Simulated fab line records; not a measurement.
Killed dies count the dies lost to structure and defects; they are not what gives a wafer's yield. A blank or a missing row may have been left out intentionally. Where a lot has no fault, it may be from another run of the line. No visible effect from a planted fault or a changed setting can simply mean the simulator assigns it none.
Lot-split experiment :: flow n5-finfet :: 7 lots, 21 wafers read, on a route of 1938 steps

== THE SPLIT ITSELF ==
At N5_BEOL_M1_COAT_68 (time 60 s, resist thk 12 nm), the setting spin-rpm was moved away from the recipe's 1500 rpm on 10 of the 21 wafers read, by -6.7% to +9.7%. All remaining wafers had this setting at the recipe value.

== FROM THE SPLIT TO THE READING: what the file shows between them, 4 steps ==
- N5_BEOL_M1_ETCH_77: etches underlayer in N2/H2, target depth 6.5 nm, time 5.2 s (also split here: source-w)
- N5_BEOL_M1_ETCH_69: etches SiARC in CF4, target depth 15.6 nm, time 26 s
- N5_BEOL_M1_ALD_98: deposits SiO2, target thk 2.5 nm, pulse time 1 s, co reactant pulse time 1 s
- N5_BEOL_M1_ETCHBACK_99: etches SiO2 in CHF3, target depth 5 nm, time 10.4 s

== THE READING ==
SiARC_of_BEOL_M1_COAT_68.thk-nm (the simulator's own value, which no gauge read), in nm, at N5_BEOL_M1_ETCH_70 (etches SOC in N2/H2, target depth 80 nm, overetch 16 nm, time 120 s). The file gives no usual value for it. Average 6.4 nm, standard deviation 0.1 nm, over the 11 wafers here run with the recipe.

wafer: L074.2
tool, chamber at the split: litho-track-03, 0
spin-rpm as run, rpm: 1500
against the recipe: recipe
SiARC_of_BEOL_M1_COAT_68.thk-nm, nm: 6.4
against lot-mates on the recipe: -

wafer: L074.3
tool, chamber at the split: litho-track-03, 0
spin-rpm as run, rpm: 1500
against the recipe: recipe
SiARC_of_BEOL_M1_COAT_68.thk-nm, nm: 6.4
against lot-mates on the recipe: -

wafer: L074.4
tool, chamber at the split: litho-track-03, 0
spin-rpm as run, rpm: 1500
against the recipe: recipe
SiARC_of_BEOL_M1_COAT_68.thk-nm, nm: 6.4
against lot-mates on the recipe: -

wafer: L077.3
tool, chamber at the split: litho-track-03, 0
spin-rpm as run, rpm: 1399
against the recipe: -6.7%
SiARC_of_BEOL_M1_COAT_68.thk-nm, nm: 6.8
against lot-mates on the recipe: +0.2

wafer: L077.6
tool, chamber at the split: litho-track-03, 0
spin-rpm as run, rpm: 1399
against the recipe: -6.7%
SiARC_of_BEOL_M1_COAT_68.thk-nm, nm: 6.8
against lot-mates on the recipe: +0.2

wafer: L077.4
tool, chamber at the split: litho-track-03, 0
spin-rpm as run, rpm: 1500
against the recipe: recipe
SiARC_of_BEOL_M1_COAT_68.thk-nm, nm: 6.6
against lot-mates on the recipe: -

wafer: L080.1
tool, chamber at the split: litho-track-05, 0
spin-rpm as run, rpm: 1549
against the recipe: +3.3%
SiARC_of_BEOL_M1_COAT_68.thk-nm, nm: 6.2
against lot-mates on the recipe: +0.0

wafer: L080.3
tool, chamber at the split: litho-track-05, 0
spin-rpm as run, rpm: 1549
against the recipe: +3.3%
SiARC_of_BEOL_M1_COAT_68.thk-nm, nm: 6
against lot-mates on the recipe: -0.2

wafer: L080.5
tool, chamber at the split: litho-track-05, 0
spin-rpm as run, rpm: 1500
against the recipe: recipe
SiARC_of_BEOL_M1_COAT_68.thk-nm, nm: 6.2
against lot-mates on the recipe: -

wafer: L082.1
tool, chamber at the split: litho-track-03, 0
spin-rpm as run, rpm: 1593
against the recipe: +6.2%
SiARC_of_BEOL_M1_COAT_68.thk-nm, nm: 6
against lot-mates on the recipe: -0.6

wafer: L082.3
tool, chamber at the split: litho-track-03, 0
spin-rpm as run, rpm: 1593
against the recipe: +6.2%
SiARC_of_BEOL_M1_COAT_68.thk-nm, nm: 6
against lot-mates on the recipe: -0.6

wafer: L082.2
tool, chamber at the split: litho-track-03, 0
spin-rpm as run, rpm: 1500
against the recipe: recipe
SiARC_of_BEOL_M1_COAT_68.thk-nm, nm: 6.6
against lot-mates on the recipe: -

wafer: L087.2
tool, chamber at the split: litho-track-05, 0
spin-rpm as run, rpm: 1500
against the recipe: recipe
SiARC_of_BEOL_M1_COAT_68.thk-nm, nm: 6.4
against lot-mates on the recipe: -

wafer: L087.5
tool, chamber at the split: litho-track-05, 0
spin-rpm as run, rpm: 1500
against the recipe: recipe
SiARC_of_BEOL_M1_COAT_68.thk-nm, nm: 6.4
against lot-mates on the recipe: -

wafer: L087.6
tool, chamber at the split: litho-track-05, 0
spin-rpm as run, rpm: 1645
against the recipe: +9.7%
SiARC_of_BEOL_M1_COAT_68.thk-nm, nm: 6
against lot-mates on the recipe: -0.4

wafer: L095.2
tool, chamber at the split: litho-track-05, 0
spin-rpm as run, rpm: 1406
against the recipe: -6.3%
SiARC_of_BEOL_M1_COAT_68.thk-nm, nm: 6.8
against lot-mates on the recipe: +0.4

wafer: L095.4
tool, chamber at the split: litho-track-05, 0
spin-rpm as run, rpm: 1500
against the recipe: recipe
SiARC_of_BEOL_M1_COAT_68.thk-nm, nm: 6.4
against lot-mates on the recipe: -

wafer: L095.5
tool, chamber at the split: litho-track-05, 0
spin-rpm as run, rpm: 1406
against the recipe: -6.3%
SiARC_of_BEOL_M1_COAT_68.thk-nm, nm: 6.6
against lot-mates on the recipe: +0.2

wafer: L096.2
tool, chamber at the split: litho-track-03, 0
spin-rpm as run, rpm: 1555
against the recipe: +3.7%
SiARC_of_BEOL_M1_COAT_68.thk-nm, nm: 6.2
against lot-mates on the recipe: -0.2

wafer: L096.4
tool, chamber at the split: litho-track-03, 0
spin-rpm as run, rpm: 1500
against the recipe: recipe
SiARC_of_BEOL_M1_COAT_68.thk-nm, nm: 6.4
against lot-mates on the recipe: -

wafer: L096.6
tool, chamber at the split: litho-track-03, 0
spin-rpm as run, rpm: 1500
against the recipe: recipe
SiARC_of_BEOL_M1_COAT_68.thk-nm, nm: 6.4
against lot-mates on the recipe: -

THE FIT
A straight line over all 21 wafers: SiARC_of_BEOL_M1_COAT_68.thk-nm changes by -0.0552 nm for each +1% of spin-rpm; r = -0.92; the points scatter about the line by 0.11 nm.
The same after taking each lot's own level away (the mean of its wafers on the recipe; 21 wafers): -0.0506 nm for each +1%; r = -0.89; scatter 0.11 nm.
The reading moves by 0.49 nm for the largest change in spin-rpm, on that fit.
The span of the lots' own levels, 6.20 to 6.60 nm, comes to 3.9 times the standard deviation stated above.
The two slopes are in agreement: the lot-to-lot level therefore moves the slope only a little.
Check: for one of the wafers moved furthest among these (+9.7%), held out of the fit, the line's prediction against its lot-mates is -0.57 nm. Against them it came out at -0.4 nm.

== OTHER SPLITS APPLIED TO THESE WAFERS ==
These wafers also went through other splits before the reading. Each is held against what the fit with the lots' levels taken away leaves over:
other split on the same wafers: N5_BEOL_M0_ETCH_138 source-w
wafers away from the commonest value: 6
r with SiARC_of_BEOL_M1_COAT_68.thk-nm (lot level and that fit taken away): -0.14

other split on the same wafers: N5_BEOL_M0_ETCH_128 source-w
wafers away from the commonest value: 7
r with SiARC_of_BEOL_M1_COAT_68.thk-nm (lot level and that fit taken away): -0.05

other split on the same wafers: N5_BEOL_M1_ETCH_77 source-w
wafers away from the commonest value: 7
r with SiARC_of_BEOL_M1_COAT_68.thk-nm (lot level and that fit taken away): -0.08

== THE WHOLE CHAIN: every reading that the file lists as answering this split, in the file's order ==
step: N5_BEOL_M1_COAT_68
what it does: time 60 s, resist thk 12 nm
reading: SiARC_of_BEOL_M1_COAT_68.thk-nm (the simulator's own value, which no gauge read)
change (the file's fit): -0.0646 nm for each +1% of the setting
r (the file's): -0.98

step: N5_BEOL_M1_ETCH_69
what it does: etches SiARC in CF4, target depth 15.6 nm, time 26 s
reading: etch.depth-nm (the simulator's own value, which no gauge read)
change (the file's fit): -0.0574 nm for each +1% of the setting
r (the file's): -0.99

step: N5_BEOL_M1_ETCH_69
what it does: etches SiARC in CF4, target depth 15.6 nm, time 26 s
reading: CAR-EUV_of_BEOL_M1_COAT_22.thk-nm (the simulator's own value, which no gauge read)
change (the file's fit): +0.0443 nm for each +1% of the setting
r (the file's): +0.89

step: N5_BEOL_M1_ETCHBACK_99
what it does: etches SiO2 in CHF3, target depth 5 nm, time 10.4 s
reading: CAR-EUV_of_BEOL_M1_COAT_22.thk-nm (the simulator's own value, which no gauge read)
change (the file's fit): +0.0533 nm for each +1% of the setting
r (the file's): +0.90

step: N5_BEOL_M1_ETCH_70
what it does: etches SOC in N2/H2, target depth 80 nm, overetch 16 nm, time 120 s
reading: SiARC_of_BEOL_M1_COAT_68.thk-nm (the simulator's own value, which no gauge read)
change (the file's fit): -0.0493 nm for each +1% of the setting
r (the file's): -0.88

== FILE'S OWN FIT ==
SiARC_of_BEOL_M1_COAT_68.thk-nm changes by -0.0493 nm for each +1% of spin-rpm, r = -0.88.
